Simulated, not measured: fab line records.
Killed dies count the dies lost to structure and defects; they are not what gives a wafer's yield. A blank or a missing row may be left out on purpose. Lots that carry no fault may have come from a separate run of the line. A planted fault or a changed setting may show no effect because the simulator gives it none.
2 desks, one fault	flow n5 finfet	every desk sees just its own numbers, and what lay behind them comes last

## FOR THE TOOL OWNER'S DESK: ald metal-02
The tool's own readings at N5_BEOL_M10_ALD_74 (deposits TaN, target thk 2 nm, pulse time 2 s, purge time 3 s): means of the sampled wafers that have a number, for each lot that ran on this tool. Any lot whose mean is over 4 standard deviations away from the usual mean is out of limits and marked OUT; that distance is given in the brackets.
Columns: A = heater power w at N5_BEOL_M10_ALD_74, usual 401 W; B = susceptor temp C at N5_BEOL_M10_ALD_74, usual 275.02 C
lot	first seen here	A	B
L526	day 10 10:05	400	275.14
L527	day 11 02:22	404	274.94
L531	day 11 16:32	407	275.07
L540	day 14 15:53	412	274.99
L543	day 14 22:00	399	275.17
L545	day 15 19:40	409	275.00
L547	day 16 11:13	393	275.09
Result from this desk: across the 7 lots, nothing is out of limits.

## THE DEFECT DESK
Inspection counts along the route, by lot: the mean over sampled wafers that carry a number. Any lot whose mean is over 4 standard deviations away from the usual mean is out of limits and marked OUT; that distance is given in the brackets.
Columns: A = raw defect count at N5_BEOL_M10_INSPECT_58, usual 65
lot	first seen here	A
L526	day 10 11:37	67
L527	day 11 04:10	60
L531	day 11 18:11	58
L530	day 11 23:40	76
L537	day 13 20:21	57
L540	day 14 17:42	72
L543	day 15 00:56	59
L544	day 15 07:43	40
L545	day 16 00:08	102
L547	day 16 13:06	63
Result from this desk: across the 10 lots, nothing is out of limits.

## BROUGHT TOGETHER
The desk of the tool owner found nothing out of limits.
The defect desk saw nothing out of limits.

## WHAT WAS PUT IN BY THE SIMULATOR
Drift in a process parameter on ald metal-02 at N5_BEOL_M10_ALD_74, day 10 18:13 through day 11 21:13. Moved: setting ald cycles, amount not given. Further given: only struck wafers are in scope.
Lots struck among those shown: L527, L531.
